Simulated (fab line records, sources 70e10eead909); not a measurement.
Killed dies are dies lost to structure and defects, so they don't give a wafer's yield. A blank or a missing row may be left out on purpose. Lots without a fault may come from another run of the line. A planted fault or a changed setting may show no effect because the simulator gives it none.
Which tool did it? | flow nand_harc | 15 lots, 45 wafers sampled, at 4 steps of a route of 1159

WHAT THE GAUGES READ, wafer by wafer
NHARC_P_M0_CD_MEAS_09: target cd 90 nm.
lot  | measured     | on        | cd_nm (nm)
L243 | day 5 20:07  | cd_sem-03 | 90.2 90.0 90.3
L244 | day 6 00:54  | cd_sem-01 | 90.7 89.8 89.0
L246 | day 6 13:45  | cd_sem-03 | 90.9 90.3 90.2
L245 | day 6 16:35  | cd_sem-01 | 90.0 90.8 90.4
L247 | day 6 17:24  | cd_sem-02 | 90.5 88.7 90.0
L249 | day 7 11:04  | cd_sem-02 | 89.0 89.1 90.0
L250 | day 7 11:13  | cd_sem-02 | 90.2 89.2 90.2
L252 | day 8 08:17  | cd_sem-02 | 89.9 90.1 89.7
L254 | day 8 10:55  | cd_sem-03 | 90.9 89.4 91.0
L258 | day 9 15:13  | cd_sem-03 | 50.8 50.9 50.0
L260 | day 10 01:51 | cd_sem-03 | 89.7 90.5 89.6
L261 | day 10 02:29 | cd_sem-02 | 60.5 61.1 60.9
L262 | day 11 00:16 | cd_sem-02 | 60.4 61.8 60.7
L264 | day 11 04:26 | cd_sem-03 | 90.5 89.6 89.9
L266 | day 11 17:34 | cd_sem-01 | 89.7 89.8 89.3

WHICH TOOL RAN EACH LOT (tool, then ch and the chambers of the sampled wafers, then the start)
lot  | NHARC_P_CONTACT_ETCH_36                       | NHARC_P_CONTACT_STRIP_28           | NHARC_P_M0_EXPOSE_06
L243 | rie_diel-10 ch 0,1,3, day 5 17:03 or earlier  | rie_diel-10 ch 1,3, day 5 17:03    | arfi_scanner-02 ch 0, day 5 19:59
L244 | rie_diel-02 ch 0,1,2, day 5 17:39 or earlier  | rie_diel-10 ch 0,1,3, day 5 17:39  | arfi_scanner-02 ch 0, day 6 00:46
L246 | rie_diel-02 ch 0,1, day 6 06:17 or earlier    | rie_diel-10 ch 0,1, day 6 06:17    | arfi_scanner-03 ch 0, day 6 13:37
L245 | rie_diel-10 ch 0,2, day 6 13:35 or earlier    | rie_diel-10 ch 0,1, day 6 13:35    | arfi_scanner-03 ch 0, day 6 16:26
L247 | rie_diel-02 ch 0,1,3, day 6 14:23 or earlier  | rie_diel-02 ch 0,1,3, day 6 14:23  | arfi_scanner-03 ch 0, day 6 17:16
L249 | rie_diel-10 ch 0,1,3, day 7 07:52 or earlier  | rie_diel-10 ch 2,3, day 7 07:52    | arfi_scanner-03 ch 0, day 7 10:56
L250 | rie_diel-04 ch 0,3, day 7 08:07 or earlier    | rie_diel-10 ch 1,3, day 7 08:07    | arfi_scanner-01 ch 0, day 7 11:05
L252 | rie_diel-02 ch 0,2,3, day 8 05:10 or earlier  | rie_diel-02 ch 0,1,2, day 8 05:10  | arfi_scanner-01 ch 0, day 8 08:09
L254 | rie_diel-02 ch 0,2,3, day 8 08:00 or earlier  | rie_diel-02 ch 0,3, day 8 08:00    | arfi_scanner-01 ch 0, day 8 10:47
L258 | rie_diel-04 ch 1,3, day 9 05:50 or earlier    | rie_diel-10 ch 0,2,3, day 9 05:50  | arfi_scanner-02 ch 0, day 9 15:05
L260 | rie_diel-10 ch 1,3, day 9 21:40 or earlier    | rie_diel-02 ch 0,1,2, day 9 21:40  | arfi_scanner-03 ch 0, day 10 01:42
L261 | rie_diel-10 ch 2,3, day 9 22:03 or earlier    | rie_diel-02 ch 1,2, day 9 22:03    | arfi_scanner-02 ch 0, day 10 02:21
L262 | rie_diel-10 ch 1,2,3, day 10 16:34 or earlier | rie_diel-10 ch 1,2,3, day 10 16:34 | arfi_scanner-02 ch 0, day 11 00:08
L264 | rie_diel-04 ch 0,2,3, day 11 01:22 or earlier | rie_diel-10 ch 0,2, day 11 01:22   | arfi_scanner-01 ch 0, day 11 04:18
L266 | rie_diel-10 ch 1,2,3, day 11 12:58 or earlier | rie_diel-02 ch 1,2,3, day 11 12:58 | arfi_scanner-01 ch 0, day 11 17:25
- NHARC_P_CONTACT_ETCH_36: etches the open film in N2/H2, target depth 260 nm, time 406.25 s.
- NHARC_P_CONTACT_STRIP_28: strips in O2.
- NHARC_P_M0_EXPOSE_06: exposes mask P M0, target cd 90 nm.

WHAT THE TOOLS THEMSELVES READ (means of the sampled wafers that have a number; where no wafer has one, the mark that the record gives instead)
NHARC_P_CONTACT_ETCH_36.
lot  | tool        | bias_w (W) | drypump_motor_current_A (A) | oes_product_au (a.u.) | rf_vpp_V (V) | showerhead_plenum_p_Torr (Torr) | throttle_valve_pct (%)
L243 | rie_diel-10 | 150.3      | 5.6                         | 1.010                 | 429.8        | 2.02                            | 14.179
L244 | rie_diel-02 | 150.2      | 6.1                         | 1.008                 | 432.7        | 2.11                            | 14.181
L246 | rie_diel-02 | 150.0      | 6.3                         | 0.993                 | 431.0        | 2.05                            | 14.166
L245 | rie_diel-10 | 150.0      | 5.5                         | 1.018                 | 428.3        | 1.95                            | 14.167
L247 | rie_diel-02 | 150.0      | 6.1                         | 1.001                 | 431.6        | 2.07                            | 14.165
L249 | rie_diel-10 | 149.9      | 5.6                         | 1.012                 | 430.2        | 2.02                            | 14.164
L250 | rie_diel-04 | 149.9      | 6.3                         | 1.000                 | 430.4        | 2.04                            | 14.169
L252 | rie_diel-02 | 150.1      | 5.9                         | 1.020                 | 433.3        | 2.13                            | 14.177
L254 | rie_diel-02 | 149.9      | 5.9                         | 1.009                 | 432.7        | 2.13                            | 14.173
L258 | rie_diel-04 | 149.9      | 5.3                         | 1.021                 | 427.8        | 1.97                            | 14.179
L260 | rie_diel-10 | 149.8      | 5.5                         | 0.982                 | 431.7        | 2.06                            | 14.168
L261 | rie_diel-10 | 149.7      | 5.3                         | 0.996                 | 430.4        | 2.05                            | 14.170
L262 | rie_diel-10 | 150.1      | 5.3                         | 1.001                 | 430.3        | 2.04                            | 14.172
L264 | rie_diel-04 | 149.4      | 6.0                         | 1.010                 | 430.3        | 2.03                            | 14.168
L266 | rie_diel-10 | 150.1      | 5.3                         | 1.000                 | 430.4        | 2.04                            | 14.173

NHARC_P_CONTACT_STRIP_28.
lot  | tool        | drypump_motor_current_A (A) | oes_product_au (a.u.) | rf_vpp_V (V) | showerhead_plenum_p_Torr (Torr) | throttle_valve_pct (%)
L243 | rie_diel-10 | 5.6                         | 1.004                 | 58.5         | 3.57                            | 17.038
L244 | rie_diel-10 | 5.6                         | 0.993                 | 58.0         | 3.50                            | 17.041
L246 | rie_diel-10 | 5.6                         | 1.012                 | 57.9         | 3.49                            | 17.029
L245 | rie_diel-10 | 5.7                         | 1.019                 | 57.5         | 3.41                            | 17.036
L247 | rie_diel-02 | 6.1                         | 1.003                 | 58.9         | 3.57                            | 17.037
L249 | rie_diel-10 | 5.1                         | 0.996                 | 57.8         | 3.50                            | 17.043
L250 | rie_diel-10 | 5.5                         | 0.995                 | 57.6         | 3.57                            | 17.034
L252 | rie_diel-02 | 6.1                         | 0.999                 | 57.7         | 3.64                            | 17.030
L254 | rie_diel-02 | 5.9                         | 1.016                 | 57.9         | 3.67                            | 17.042
L258 | rie_diel-10 | 5.4                         | 1.010                 | 58.0         | 3.46                            | 17.037
L260 | rie_diel-02 | 6.1                         | 0.992                 | 57.8         | 3.64                            | 17.032
L261 | rie_diel-02 | 6.3                         | 0.982                 | 58.4         | 3.54                            | 17.044
L262 | rie_diel-10 | 5.3                         | 0.988                 | 58.2         | 3.53                            | 17.047
L264 | rie_diel-10 | 5.5                         | 1.005                 | 56.6         | 3.38                            | 17.030
L266 | rie_diel-02 | 6.1                         | 0.999                 | 58.7         | 3.58                            | 17.039

NHARC_P_M0_EXPOSE_06.
lot  | tool            | exposure_dose_mJ_cm2
L243 | arfi_scanner-02 | 81.17
L244 | arfi_scanner-02 | 81.26
L246 | arfi_scanner-03 | 81.31
L245 | arfi_scanner-03 | 81.21
L247 | arfi_scanner-03 | 81.25
L249 | arfi_scanner-03 | 81.13
L250 | arfi_scanner-01 | 81.26
L252 | arfi_scanner-01 | 81.17
L254 | arfi_scanner-01 | 81.23
L258 | arfi_scanner-02 | 42.74
L260 | arfi_scanner-03 | 81.41
L261 | arfi_scanner-02 | 50.42
L262 | arfi_scanner-02 | 50.86
L264 | arfi_scanner-01 | 81.24
L266 | arfi_scanner-01 | 81.21

THE ANSWER, worked out from the rows above alone
Rule: what is usual is taken from the lots themselves. Put in order of their means at a reading, lots are off if they are a third of the lots or fewer, leave a main group of 4 or more, and stand apart from it by a gap of 3 or more times the standard deviation of the main group's means; of several such gaps the widest counts. A main group whose means are all the same, to the digits that the tables above print for the reading, isn't used. A lot without any number at a reading at which 4 lots or more have one is off too. The other lots that the step has rows for count as sound. The gauges are gone through in route order, then the tools' own readings, and for those a lot's mean is taken as printed above. The first step at which some lot is off is used, and at that step the reading that is off furthest; a lot without a number counts as furthest.
Off: L258, L261, L262, at NHARC_P_M0_CD_MEAS_09 (cd_nm). The main group: mean 90.0 nm, standard deviation 0.33.
A tool fits if, at a process step before that reading, it ran every lot that is off, and no sound lot after the first of them. The gauges at NHARC_P_M0_CD_MEAS_09 aren't tried: what is off there is off at NHARC_P_M0_EXPOSE_06 too, on other tools, and a gauge's error can't cause that. NHARC_P_CONTACT_ETCH_36 gives no start for some lots, so the hours and the order of its lots are those of NHARC_P_CONTACT_STRIP_28. One fits: arfi_scanner-02 at NHARC_P_M0_EXPOSE_06. Its last sound lot is L244 (day 6 00:46), its first lot that is off L258 (day 9 15:05): a fault that began between those two fits.
The tool's own readings at NHARC_P_M0_EXPOSE_06 bear it out: on the lots that are off they differ by more than 5 times the standard deviation of the sound lots' means. exposure_dose_mJ_cm2 reads 48.01 there against 81.24 on the sound lots.

WHAT THE SIMULATOR HAD PUT IN
Process parameter drift: arfi_scanner-02, from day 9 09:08 on, at NHARC_P_M0_EXPOSE_06. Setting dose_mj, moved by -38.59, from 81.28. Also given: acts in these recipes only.
Lots struck among those shown: L258, L261, L262. The rule above found the same.
